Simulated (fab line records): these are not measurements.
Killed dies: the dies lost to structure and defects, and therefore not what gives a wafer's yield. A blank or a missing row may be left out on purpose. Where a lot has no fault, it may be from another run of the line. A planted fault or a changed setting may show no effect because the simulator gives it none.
Problem report in the 8D (eight disciplines) form, filled by code / flow nand_harc / the parts of the form that need people (team, actions taken, sign-off) are left out

## 1. WHAT WENT WRONG
Wafers with no fault read 1.003 a.u. with a standard deviation of 0.0099, whereas oes_product_au at NHARC_A_WL_FILL_ETCHBACK_26 reads a mean of 0.800 a.u. on 1 wafer of 1 lot. Measured from the usual mean, that is -21 standard deviations.
The step: etches the open film in HBr, target depth 52 nm, time 13.3 s.
First observed at day 20 11:38: wafer L670.6, on rie_si-05. The record holds 36 wafers of 12 lots with a number at this step. Rule for "out" (also "out of limits"): further than 4 standard deviations from the usual mean. The other wafers with a number count as sound.

## 2. WHAT IT IS, WHAT IT ISN'T
question=which readings at this step | is=oes_product_au | is not=drypump_motor_current_A, throttle_valve_pct
question=which lots | is=L670 | is not=L652, L653, L655, L656, L658, L659, L662, L663, L671, L672, L673
question=which wafers of those lots | is=L670.6 | is not=L670.2, L670.3
question=read on which tools | is=rie_si-05 | is not=rie_si-01, rie_si-04
question=when | is=from day 20 11:38 | is not=up to then (26 sound wafers); but 9 sound wafers of L671, L672, L673 came after

## 3. WHAT RULES OUT EACH SUSPECT
Counting: a tool at a process step up to the reading stays a suspect if it ran every lot that is out. Sound lots after the first of them don't rule it out here, since some wafers of a struck lot are sound.
- rie_diel-05 at NHARC_A_SLIT_ETCH_29 (etches the open film in CF4/O2, target depth 100 nm, overetch 10 nm, time 55 s): kept. It processed L670, the lot that is out, at day 19 04:50, and its most recent sound lot before then was L662 at day 17 06:16.
- plasma_asher-02 at NHARC_A_WL_FILL_STRIP_27 (strips in N2/H2, time 20 s): kept. It processed L670, the lot that is out, at day 19 20:27, and its most recent sound lot before then was L663 at day 18 01:11.
- rie_si-05 at NHARC_A_WL_FILL_ETCHBACK_26 (etches the open film in HBr, target depth 52 nm, time 13.3 s): kept. It processed L670, the lot that is out, at day 20 11:38, and its most recent sound lot before then was L662 at day 18 19:38. Its own oes_product_au readings are out on those wafers.
- Within rie_si-05 at NHARC_A_WL_FILL_ETCHBACK_26: the wafers that are out ran in chamber 0; their sound lot-mates ran in chambers 2, 3.
Still standing after the count: rie_diel-05 at NHARC_A_SLIT_ETCH_29, plasma_asher-02 at NHARC_A_WL_FILL_STRIP_27, rie_si-05 at NHARC_A_WL_FILL_ETCHBACK_26.

## 4. THE CAUSE (what the simulator had put in)
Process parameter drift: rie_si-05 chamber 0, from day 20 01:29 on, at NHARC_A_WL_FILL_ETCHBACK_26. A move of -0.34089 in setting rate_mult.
After counting, 3 suspects remain, this tool included.

## 5. THE CHAIN OF EFFECTS, in route order
Rows list readings where the struck wafers' mean (over those with a number) sits beyond 3 standard deviations from the usual. Readings are gone through only where the record gives a usual standard deviation; hours: the median, over the lots, of the time from a lot's start at the first step in this table giving one to that lot's start at this step; sigmas: the change measured in usual standard deviations.
hours=0; step=NHARC_A_WL_FILL_ETCHBACK_26; reading=oes_product_au; usual=1.003 a.u.; on struck wafers=0.800; change=-0.203; sigmas=-21
The process steps in it:
- NHARC_A_WL_FILL_ETCHBACK_26: etches the open film in HBr, target depth 52 nm, time 13.3 s.

## 6. WHAT WOULD HAVE CAUGHT IT SOONER
In this record the first reading out of limits was taken at day 20 11:38, 10 hours after the fault began at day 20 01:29.
